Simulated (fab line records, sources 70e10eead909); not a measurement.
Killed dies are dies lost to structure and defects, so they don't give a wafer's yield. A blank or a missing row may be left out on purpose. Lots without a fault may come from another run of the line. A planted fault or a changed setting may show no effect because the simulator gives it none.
Chamber matching | flow nand_harc | NHARC_A_STAIRCASE_TRIM_12 on rie_diel-06: 4 sister chambers
The step chemistry O2, time 211.2 s. 20 wafers are shown with their chamber, then 10 later ones without.

WAFERS WITH THEIR CHAMBER
wafer  | chamber | drypump_motor_current_A (A) | oes_product_au (a.u.) | showerhead_plenum_p_Torr (Torr)
L074.4 | 1       | 6.0                         | 0.997                 | 3.28
L074.5 | 0       | 6.5                         | 0.978                 | 3.49
L074.6 | 1       | 6.0                         | 0.993                 | 3.28
L076.3 | 3       | 6.0                         | 1.019                 | 3.69
L076.5 | 1       | 6.0                         | 1.009                 | 3.81
L076.6 | 0       | 6.5                         | 0.984                 | 3.49
L075.1 | 2       | 5.5                         | 1.016                 | 3.60
L075.5 | 0       | 6.5                         | 0.986                 | 3.48
L075.6 | 3       | 6.0                         | 1.015                 | 3.69
L079.1 | 2       | 5.5                         | 1.007                 | 3.60
L079.2 | 0       | 6.5                         | 0.987                 | 3.48
L079.6 | 2       | 5.5                         | 1.012                 | 3.60
L083.4 | 1       | 6.0                         | 1.008                 | 3.80
L083.5 | 0       | 6.4                         | 0.980                 | 3.48
L083.6 | 3       | 6.0                         | 1.010                 | 3.68
L091.1 | 3       | 6.0                         | 1.024                 | 3.67
L091.3 | 0       | 6.5                         | 0.994                 | 3.47
L091.4 | 1       | 6.0                         | 1.008                 | 3.79
L093.1 | 3       | 6.0                         | 1.014                 | 3.67
L093.3 | 1       | 6.0                         | 1.009                 | 3.79

SIGNATURES (means of the wafers above)
reading                  | chamber 0 | chamber 1 | chamber 2 | chamber 3 | scatter within a chamber
drypump_motor_current_A  | 6.483     | 6.000     | 5.500     | 6.000     | 0.0228
oes_product_au           | 0.98483   | 1.00400   | 1.01167   | 1.01640   | 0.00595
showerhead_plenum_p_Torr | 3.4817    | 3.6250    | 3.6000    | 3.6800    | 0.15
Rule: a wafer's distance from a chamber is the root of the sum, over the readings, of the square of ((its reading less the chamber's mean) divided by the reading's scatter). The wafer belongs to the nearest chamber; if the next one is less than 2 further off, it can't be placed. The scatter: the root of (the sum of the squares of (reading less its chamber's mean) over the shown wafers, divided by (wafers less chambers)).

WAFERS WITHOUT THEIR CHAMBER
wafer  | drypump_motor_current_A (A) | oes_product_au (a.u.) | showerhead_plenum_p_Torr (Torr)
L093.4 | 5.5                         | 1.023                 | 3.58
L094.1 | 6.5                         | 0.986                 | 3.46
L094.2 | 6.0                         | 1.013                 | 3.78
L094.4 | 5.5                         | 1.012                 | 3.58
L096.1 | 6.5                         | 0.984                 | 3.46
L096.2 | 5.5                         | 1.003                 | 3.58
L096.6 | 6.0                         | 0.997                 | 3.78
L095.3 | 6.0                         | 1.017                 | 3.78
L095.4 | 6.5                         | 0.996                 | 3.46
L095.6 | 6.4                         | 0.995                 | 3.46

WHICH CHAMBER EACH WENT THROUGH
wafer  | from the rows above     | in truth
L093.4 | 2                       | 2
L094.1 | 0                       | 0
L094.2 | can't be placed: 3 or 1 | 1
L094.4 | 2                       | 2
L096.1 | 0                       | 0
L096.2 | 2                       | 2
L096.6 | can't be placed: 1 or 3 | 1
L095.3 | can't be placed: 3 or 1 | 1
L095.4 | 0                       | 0
L095.6 | 0                       | 0
Placed correctly: 7 of 10. Can't be placed from these rows: 3 (the true chamber is among the candidates in 3). Placed wrongly: 0.
